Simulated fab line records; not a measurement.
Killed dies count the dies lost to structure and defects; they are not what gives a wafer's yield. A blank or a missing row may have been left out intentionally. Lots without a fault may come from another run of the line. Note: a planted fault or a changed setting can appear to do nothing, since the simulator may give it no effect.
Which of the tools did it? / flow n5_finfet / 9 lots, 27 wafers sampled, at 6 steps of a route of 1938

WHAT THE GAUGES READ, wafer by wafer
N5_BEOL_M1_CD_MEAS_28: target cd y 23.3 nm. Usual: cd_nm reads 24.00 nm (standard deviation 0.25).
lot=L737; measured=day 6 03:23; on=cd_sem-02; cd_nm (nm)=23.98 23.46 23.77; flag=
lot=L738; measured=day 6 07:17; on=cd_sem-03; cd_nm (nm)=24.06 23.77 24.02; flag=
lot=L742; measured=day 7 11:10; on=cd_sem-02; cd_nm (nm)=23.78 23.92 23.79; flag=
lot=L744; measured=day 7 19:22; on=cd_sem-03; cd_nm (nm)=23.77 24.20 23.87; flag=
lot=L745; measured=day 8 06:47; on=cd_sem-02; cd_nm (nm)=23.71 24.02 23.78; flag=
lot=L747; measured=day 8 17:53; on=cd_sem-01; cd_nm (nm)=24.02 24.11 24.01; flag=
lot=L756; measured=day 10 20:49; on=cd_sem-03; cd_nm (nm)=24.36 23.95 24.09; flag=
lot=L757; measured=day 11 02:13; on=cd_sem-03; cd_nm (nm)=23.89 23.91 23.57; flag=
lot=L759; measured=day 11 19:20; on=cd_sem-01; cd_nm (nm)=24.05 24.31 24.43; flag=

N5_BEOL_M1_OVL_MEAS_29. Usual: V0_OVL gives -0.1 nm (standard deviation 0.67).
lot=L737; measured=day 6 03:25; on=overlay-01; V0_OVL (nm)=-0.2 -0.1 -0.7; flag=
lot=L738; measured=day 6 07:20; on=overlay-01; V0_OVL (nm)=0.4 0.8 1.1; flag=
lot=L742; measured=day 7 11:12; on=overlay-02; V0_OVL (nm)=-0.6 -1.2 -1.0; flag=
lot=L744; measured=day 7 19:23; on=overlay-02; V0_OVL (nm)=13.5 13.5 13.9; flag=OFF
lot=L745; measured=day 8 06:49; on=overlay-01; V0_OVL (nm)=12.7 12.9 13.2; flag=OFF
lot=L747; measured=day 8 17:55; on=overlay-01; V0_OVL (nm)=-0.1 0.3 0.5; flag=
lot=L756; measured=day 10 20:50; on=overlay-01; V0_OVL (nm)=-0.2 0.6 0.4; flag=
lot=L757; measured=day 11 02:16; on=overlay-01; V0_OVL (nm)=-0.4 -0.3 0.4; flag=
lot=L759; measured=day 11 19:22; on=overlay-01; V0_OVL (nm)=-0.2 -0.6 -1.3; flag=

N5_BEOL_M4_RC_MEAS_101. Usual: DIBL_N 36.0 mV/V, standard deviation 1.6; DIBL_P 35.8 mV/V, standard deviation 2; IOFF_N 0.152 nA/um, standard deviation 0.03; IOFF_P 0.20 nA/um, standard deviation 0.031; ION_N 670 uA/um, standard deviation 12; ION_P 459 uA/um, standard deviation 7.4; SS_N 71.5 mV/dec, standard deviation 0.56; SS_P 73.2 mV/dec, standard deviation 0.64; VT_N 251 mV, standard deviation 3.5; VT_P -252 mV, standard deviation 3.3.
lot=L737; measured=day 9 08:02; on=prober-02; DIBL_N (mV/V)=36.5 36.4 35.1; DIBL_P (mV/V)=36.9 36.1 35.6; IOFF_N (nA/um)=0.170 0.159 0.143; IOFF_P (nA/um)=0.23 0.22 0.22; ION_N (uA/um)=681 664 675; ION_P (uA/um)=467 457 469; SS_N (mV/dec)=72.2 72.2 72.0; SS_P (mV/dec)=73.9 73.9 73.2; VT_N (mV)=246 251 252; VT_P (mV)=-247 -246 -246; flag=
lot=L738; measured=day 9 11:49; on=prober-02; DIBL_N (mV/V)=36.7 36.7 33.5; DIBL_P (mV/V)=35.8 35.5 31.3; IOFF_N (nA/um)=0.154 0.141 0.101; IOFF_P (nA/um)=0.20 0.19 0.15; ION_N (uA/um)=674 657 650; ION_P (uA/um)=462 454 450; SS_N (mV/dec)=72.0 71.0 71.0; SS_P (mV/dec)=73.0 73.0 72.1; VT_N (mV)=251 254 255; VT_P (mV)=-253 -254 -256; flag=
lot=L742; measured=day 10 22:27; on=prober-01; DIBL_N (mV/V)=33.6 36.9 34.7; DIBL_P (mV/V)=34.2 38.5 35.2; IOFF_N (nA/um)=0.113 0.172 0.136; IOFF_P (nA/um)=0.19 0.26 0.21; ION_N (uA/um)=644 676 673; ION_P (uA/um)=456 473 473; SS_N (mV/dec)=71.4 71.7 71.2; SS_P (mV/dec)=72.4 73.6 72.9; VT_N (mV)=255 248 253; VT_P (mV)=-247 -245 -248; flag=
lot=L744; measured=day 11 01:23; on=prober-01; DIBL_N (mV/V)=33.4 34.5 36.9; DIBL_P (mV/V)=30.6 33.8 35.4; IOFF_N (nA/um)=0.099 0.123 0.152; IOFF_P (nA/um)=0.15 0.19 0.20; ION_N (uA/um)=645 671 662; ION_P (uA/um)=449 467 460; SS_N (mV/dec)=70.3 70.3 72.2; SS_P (mV/dec)=71.7 72.5 73.3; VT_N (mV)=256 252 249; VT_P (mV)=-254 -251 -249; flag=
lot=L745; measured=day 11 05:56; on=prober-01; DIBL_N (mV/V)=34.2 35.1 36.6; DIBL_P (mV/V)=33.1 34.1 36.1; IOFF_N (nA/um)=0.111 0.124 0.150; IOFF_P (nA/um)=0.15 0.15 0.18; ION_N (uA/um)=654 647 663; ION_P (uA/um)=447 441 451; SS_N (mV/dec)=71.0 71.6 72.1; SS_P (mV/dec)=71.8 72.7 73.1; VT_N (mV)=257 255 251; VT_P (mV)=-257 -255 -256; flag=
lot=L747; measured=day 11 12:44; on=prober-02; DIBL_N (mV/V)=35.8 35.1 36.3; DIBL_P (mV/V)=35.9 35.9 36.2; IOFF_N (nA/um)=0.134 0.132 0.141; IOFF_P (nA/um)=0.17 0.18 0.17; ION_N (uA/um)=677 669 662; ION_P (uA/um)=452 467 451; SS_N (mV/dec)=71.8 71.2 71.6; SS_P (mV/dec)=72.7 72.4 73.2; VT_N (mV)=252 252 253; VT_P (mV)=-258 -256 -258; flag=
lot=L756; measured=day 14 05:24; on=prober-02; DIBL_N (mV/V)=35.8 33.6 34.9; DIBL_P (mV/V)=34.9 31.3 33.4; IOFF_N (nA/um)=0.155 0.109 0.135; IOFF_P (nA/um)=0.19 0.14 0.17; ION_N (uA/um)=680 653 674; ION_P (uA/um)=462 449 463; SS_N (mV/dec)=71.8 71.5 71.9; SS_P (mV/dec)=72.8 73.0 72.8; VT_N (mV)=249 257 250; VT_P (mV)=-252 -256 -253; flag=
lot=L757; measured=day 14 16:58; on=prober-02; DIBL_N (mV/V)=35.5 36.1 35.4; DIBL_P (mV/V)=33.7 34.1 33.8; IOFF_N (nA/um)=0.136 0.144 0.135; IOFF_P (nA/um)=0.21 0.21 0.20; ION_N (uA/um)=674 661 664; ION_P (uA/um)=473 459 459; SS_N (mV/dec)=70.9 71.4 71.3; SS_P (mV/dec)=72.8 73.5 73.4; VT_N (mV)=254 251 251; VT_P (mV)=-250 -246 -247; flag=
lot=L759; measured=day 15 06:46; on=prober-01; DIBL_N (mV/V)=35.3 35.7 37.0; DIBL_P (mV/V)=36.1 36.1 37.1; IOFF_N (nA/um)=0.156 0.171 0.177; IOFF_P (nA/um)=0.23 0.22 0.23; ION_N (uA/um)=681 677 676; ION_P (uA/um)=467 468 465; SS_N (mV/dec)=71.0 71.2 71.9; SS_P (mV/dec)=73.7 74.0 74.4; VT_N (mV)=248 249 251; VT_P (mV)=-249 -250 -250; flag=

WHICH TOOL RAN EACH LOT (tool, then ch and the chambers of the sampled wafers, then the start)
lot=L737; N5_BEOL_M1_DESCUM_16=rie_diel-03 ch 1,2,3, day 6 02:27; N5_BEOL_M1_EXPOSE_25=euv_scanner-01 ch 0, day 6 03:15; N5_BEOL_M1_ETCH_69=rie_diel-01 ch 0,3, day 6 03:51
lot=L738; N5_BEOL_M1_DESCUM_16=rie_diel-03 ch 0,3, day 6 06:32; N5_BEOL_M1_EXPOSE_25=euv_scanner-01 ch 0, day 6 07:09; N5_BEOL_M1_ETCH_69=rie_diel-03 ch 0,1,2, day 6 07:28
lot=L742; N5_BEOL_M1_DESCUM_16=rie_diel-01 ch 0,2,3, day 7 10:12; N5_BEOL_M1_EXPOSE_25=euv_scanner-01 ch 0, day 7 11:01; N5_BEOL_M1_ETCH_69=rie_diel-04 ch 1,3, day 7 11:20
lot=L744; N5_BEOL_M1_DESCUM_16=rie_diel-01 ch 1,2,3, day 7 18:37; N5_BEOL_M1_EXPOSE_25=euv_scanner-01 ch 0, day 7 19:13; N5_BEOL_M1_ETCH_69=rie_diel-04 ch 0,2,3, day 7 19:32
lot=L745; N5_BEOL_M1_DESCUM_16=rie_diel-01 ch 1,2,3, day 8 06:02; N5_BEOL_M1_EXPOSE_25=euv_scanner-01 ch 0, day 8 06:38; N5_BEOL_M1_ETCH_69=rie_diel-03 ch 0,1, day 8 06:58
lot=L747; N5_BEOL_M1_DESCUM_16=rie_diel-03 ch 0,3, day 8 17:01; N5_BEOL_M1_EXPOSE_25=euv_scanner-02 ch 0, day 8 17:44; N5_BEOL_M1_ETCH_69=rie_diel-01 ch 1,2, day 8 18:07
lot=L756; N5_BEOL_M1_DESCUM_16=rie_diel-04 ch 0,1,3, day 10 19:56; N5_BEOL_M1_EXPOSE_25=euv_scanner-02 ch 0, day 10 20:40; N5_BEOL_M1_ETCH_69=rie_diel-03 ch 0,3, day 10 20:59
lot=L757; N5_BEOL_M1_DESCUM_16=rie_diel-03 ch 1,3, day 11 01:28; N5_BEOL_M1_EXPOSE_25=euv_scanner-02 ch 0, day 11 02:05; N5_BEOL_M1_ETCH_69=rie_diel-01 ch 0,3, day 11 02:24
lot=L759; N5_BEOL_M1_DESCUM_16=rie_diel-01 ch 0,1,3, day 11 18:26; N5_BEOL_M1_EXPOSE_25=euv_scanner-02 ch 0, day 11 19:11; N5_BEOL_M1_ETCH_69=rie_diel-03 ch 0,1,2, day 11 19:30
- N5_BEOL_M1_DESCUM_16: chemistry O2, time 7 s.
- N5_BEOL_M1_EXPOSE_25: exposes mask V0, defocus 5 nm, target cd 24 nm.
- N5_BEOL_M1_ETCH_69: etches SiARC in CF4, target depth 15.6 nm, time 26 s.

AS READ BY THE TOOLS THEMSELVES (means over the sampled wafers that have a number; for cases with no such wafer, the mark the record gives instead)
N5_BEOL_M1_DESCUM_16. Usual: drypump_motor_current_A 5.8 A, standard deviation 0.56; oes_product_au 0.77 a.u., standard deviation 0.065; rf_vpp_V 243.4 V, standard deviation 1.3; showerhead_plenum_p_Torr 2.11 Torr, standard deviation 0.072; throttle_valve_pct 20.53 %, standard deviation 0.24.
lot=L737; tool=rie_diel-03; drypump_motor_current_A (A)=5.7; oes_product_au (a.u.)=0.80; rf_vpp_V (V)=243.7; showerhead_plenum_p_Torr (Torr)=2.14; throttle_valve_pct (%)=20.63; flag=
lot=L738; tool=rie_diel-03; drypump_motor_current_A (A)=5.5; oes_product_au (a.u.)=0.79; rf_vpp_V (V)=242.1; showerhead_plenum_p_Torr (Torr)=2.09; throttle_valve_pct (%)=20.67; flag=
lot=L742; tool=rie_diel-01; drypump_motor_current_A (A)=6.0; oes_product_au (a.u.)=0.73; rf_vpp_V (V)=243.3; showerhead_plenum_p_Torr (Torr)=2.13; throttle_valve_pct (%)=20.35; flag=
lot=L744; tool=rie_diel-01; drypump_motor_current_A (A)=6.0; oes_product_au (a.u.)=0.75; rf_vpp_V (V)=243.5; showerhead_plenum_p_Torr (Torr)=2.11; throttle_valve_pct (%)=20.43; flag=
lot=L745; tool=rie_diel-01; drypump_motor_current_A (A)=6.1; oes_product_au (a.u.)=0.74; rf_vpp_V (V)=243.3; showerhead_plenum_p_Torr (Torr)=2.11; throttle_valve_pct (%)=20.44; flag=
lot=L747; tool=rie_diel-03; drypump_motor_current_A (A)=5.9; oes_product_au (a.u.)=0.81; rf_vpp_V (V)=242.1; showerhead_plenum_p_Torr (Torr)=2.07; throttle_valve_pct (%)=20.55; flag=
lot=L756; tool=rie_diel-04; drypump_motor_current_A (A)=6.0; oes_product_au (a.u.)=0.73; rf_vpp_V (V)=243.2; showerhead_plenum_p_Torr (Torr)=2.07; throttle_valve_pct (%)=20.52; flag=
lot=L757; tool=rie_diel-03; drypump_motor_current_A (A)=6.3; oes_product_au (a.u.)=0.79; rf_vpp_V (V)=242.7; showerhead_plenum_p_Torr (Torr)=2.08; throttle_valve_pct (%)=20.53; flag=
lot=L759; tool=rie_diel-01; drypump_motor_current_A (A)=6.2; oes_product_au (a.u.)=0.78; rf_vpp_V (V)=243.8; showerhead_plenum_p_Torr (Torr)=2.06; throttle_valve_pct (%)=20.28; flag=

N5_BEOL_M1_EXPOSE_25. Usual: stage_msd_nm reads 0.80 nm (standard deviation 0.054).
lot=L737; tool=euv_scanner-01; stage_msd_nm (nm)=0.74; flag=
lot=L738; tool=euv_scanner-01; stage_msd_nm (nm)=0.74; flag=
lot=L742; tool=euv_scanner-01; stage_msd_nm (nm)=0.75; flag=
lot=L744; tool=euv_scanner-01; stage_msd_nm (nm)=0.75; flag=
lot=L745; tool=euv_scanner-01; stage_msd_nm (nm)=0.75; flag=
lot=L747; tool=euv_scanner-02; stage_msd_nm (nm)=0.85; flag=
lot=L756; tool=euv_scanner-02; stage_msd_nm (nm)=0.85; flag=
lot=L757; tool=euv_scanner-02; stage_msd_nm (nm)=0.85; flag=
lot=L759; tool=euv_scanner-02; stage_msd_nm (nm)=0.85; flag=

N5_BEOL_M1_ETCH_69. Usual: bias_w is 36.01 W with standard deviation 0.1, drypump_motor_current_A is 5.8 A with standard deviation 0.52, etch_rf_on_time_s is 26.0 s with standard deviation 0.78, oes_product_au is 0.65 a.u. with standard deviation 0.06, rf_vpp_V is 184.2 V with standard deviation 1, showerhead_plenum_p_Torr is 2.14 Torr with standard deviation 0.065, and throttle_valve_pct is 15.68 % with standard deviation 0.25.
lot=L737; tool=rie_diel-01; bias_w (W)=36.00; drypump_motor_current_A (A)=6.1; etch_rf_on_time_s (s)=26.7; oes_product_au (a.u.)=0.60; rf_vpp_V (V)=184.4; showerhead_plenum_p_Torr (Torr)=2.15; throttle_valve_pct (%)=15.52; flag=
lot=L738; tool=rie_diel-03; bias_w (W)=35.98; drypump_motor_current_A (A)=5.3; etch_rf_on_time_s (s)=26.5; oes_product_au (a.u.)=0.64; rf_vpp_V (V)=184.4; showerhead_plenum_p_Torr (Torr)=2.19; throttle_valve_pct (%)=15.86; flag=
lot=L742; tool=rie_diel-04; bias_w (W)=35.97; drypump_motor_current_A (A)=6.0; etch_rf_on_time_s (s)=26.1; oes_product_au (a.u.)=0.65; rf_vpp_V (V)=184.1; showerhead_plenum_p_Torr (Torr)=2.11; throttle_valve_pct (%)=15.76; flag=
lot=L744; tool=rie_diel-04; bias_w (W)=36.03; drypump_motor_current_A (A)=5.7; etch_rf_on_time_s (s)=26.2; oes_product_au (a.u.)=0.61; rf_vpp_V (V)=183.8; showerhead_plenum_p_Torr (Torr)=2.15; throttle_valve_pct (%)=15.70; flag=
lot=L745; tool=rie_diel-03; bias_w (W)=35.99; drypump_motor_current_A (A)=5.7; etch_rf_on_time_s (s)=26.5; oes_product_au (a.u.)=0.62; rf_vpp_V (V)=185.0; showerhead_plenum_p_Torr (Torr)=2.19; throttle_valve_pct (%)=15.80; flag=
lot=L747; tool=rie_diel-01; bias_w (W)=36.14; drypump_motor_current_A (A)=5.9; etch_rf_on_time_s (s)=26.3; oes_product_au (a.u.)=0.63; rf_vpp_V (V)=184.8; showerhead_plenum_p_Torr (Torr)=2.16; throttle_valve_pct (%)=15.80; flag=
lot=L756; tool=rie_diel-03; bias_w (W)=36.08; drypump_motor_current_A (A)=5.9; etch_rf_on_time_s (s)=24.9; oes_product_au (a.u.)=0.69; rf_vpp_V (V)=182.0; showerhead_plenum_p_Torr (Torr)=2.10; throttle_valve_pct (%)=15.61; flag=
lot=L757; tool=rie_diel-01; bias_w (W)=35.93; drypump_motor_current_A (A)=6.1; etch_rf_on_time_s (s)=25.8; oes_product_au (a.u.)=0.72; rf_vpp_V (V)=184.3; showerhead_plenum_p_Torr (Torr)=2.14; throttle_valve_pct (%)=15.26; flag=
lot=L759; tool=rie_diel-03; bias_w (W)=35.93; drypump_motor_current_A (A)=5.3; etch_rf_on_time_s (s)=26.9; oes_product_au (a.u.)=0.61; rf_vpp_V (V)=184.7; showerhead_plenum_p_Torr (Torr)=2.18; throttle_valve_pct (%)=15.92; flag=

THE ANSWER, worked out from the rows above alone
Rule: a lot counts as off when the mean over its wafers that have a number is more than 3 standard deviations away from the usual mean. Also off: a lot with no number at a reading for which 4 or more lots have one. Where the step has rows for the other lots, those lots are counted as sound. First the gauges in route order, then the tools' own readings, where a lot's mean is used as printed above. The first step at which some lot is off is used, and at that step the reading that is off furthest; a lot without a number counts as furthest.
Off: L744, L745, at N5_BEOL_M1_OVL_MEAS_29 (V0_OVL).
A tool fits if, at a process step before that reading, it ran every lot that is off, and no sound lot after the first of them. The gauges at N5_BEOL_M1_OVL_MEAS_29 are tried like those tools. One fits: euv_scanner-01 at N5_BEOL_M1_EXPOSE_25. A fault onset in the window from L742 (day 7 11:01, its last sound lot) to L744 (day 7 19:13, its first lot off) fits.

WHAT HAD BEEN PUT IN BY THE SIMULATOR
Scanner matching overlay: euv_scanner-01, from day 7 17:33 on, at N5_BEOL_M1_EXPOSE_25. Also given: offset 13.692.
Struck lots among those shown: L744, L745. Same finding as the rule above.
